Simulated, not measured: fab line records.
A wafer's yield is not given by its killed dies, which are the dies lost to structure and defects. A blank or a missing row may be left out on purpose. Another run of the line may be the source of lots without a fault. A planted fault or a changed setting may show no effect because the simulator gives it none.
Chamber matching + flow n5Finfet + aldSin-03 running N5_BEOL_M1_ALD_98: 4 sister chambers
The step deposits SiO2, target thk 2.5 nm, pulse time 1 s, co reactant pulse time 1 s. 4 wafers are shown with their chamber, then 8 later ones without.

WAFERS PAIRED WITH THEIR CHAMBERS
| wafer  | chamber | heaterPowerW (W) |
|--------|---------|------------------|
| L076.3 | 0       | 77               |
| L077.4 | 3       | 79               |
| L093.1 | 1       | 77               |
| L095.1 | 2       | 73               |

WAFERS WITH NO CHAMBER GIVEN
| wafer  | heaterPowerW (W) |
|--------|------------------|
| L095.3 | 81               |
| L095.4 | 76               |
| L096.2 | 76               |
| L096.3 | 74               |
| L096.6 | 74               |
| L097.3 | 74               |
| L097.5 | 77               |
| L097.6 | 83               |

WHICH CHAMBER EACH ONE RAN IN
| wafer  | from the rows above               | in truth |
|--------|-----------------------------------|----------|
| L095.3 | can't be placed: 3 or 0 or 1      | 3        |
| L095.4 | can't be placed: 0 or 1 or 2 or 3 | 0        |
| L096.2 | can't be placed: 0 or 1 or 2 or 3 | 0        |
| L096.3 | can't be placed: 2 or 0 or 1      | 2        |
| L096.6 | can't be placed: 2 or 0 or 1      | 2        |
| L097.3 | can't be placed: 2 or 0 or 1      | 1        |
| L097.5 | can't be placed: 0 or 1 or 3      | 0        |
| L097.6 | can't be placed: 3 or 0 or 1      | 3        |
Placed correctly: 0 of 8. Can't be placed from these rows: 8 (the true chamber is among the candidates in 8). Wrongly placed: 0.
How it was worked out, from the rows above alone: a wafer's distance from a chamber is the root of the sum, over the readings, of the square of ((its reading less the chamber's mean) divided by the reading's scatter). The wafer belongs to the nearest chamber; if the next one is less than 2 further off, it can't be placed. The mean given for a chamber averages the wafers shown for that chamber. The scatter (one wafer shown for each chamber): square how far every hidden wafer sits from the nearest shown wafer, average those squares and take the square root.
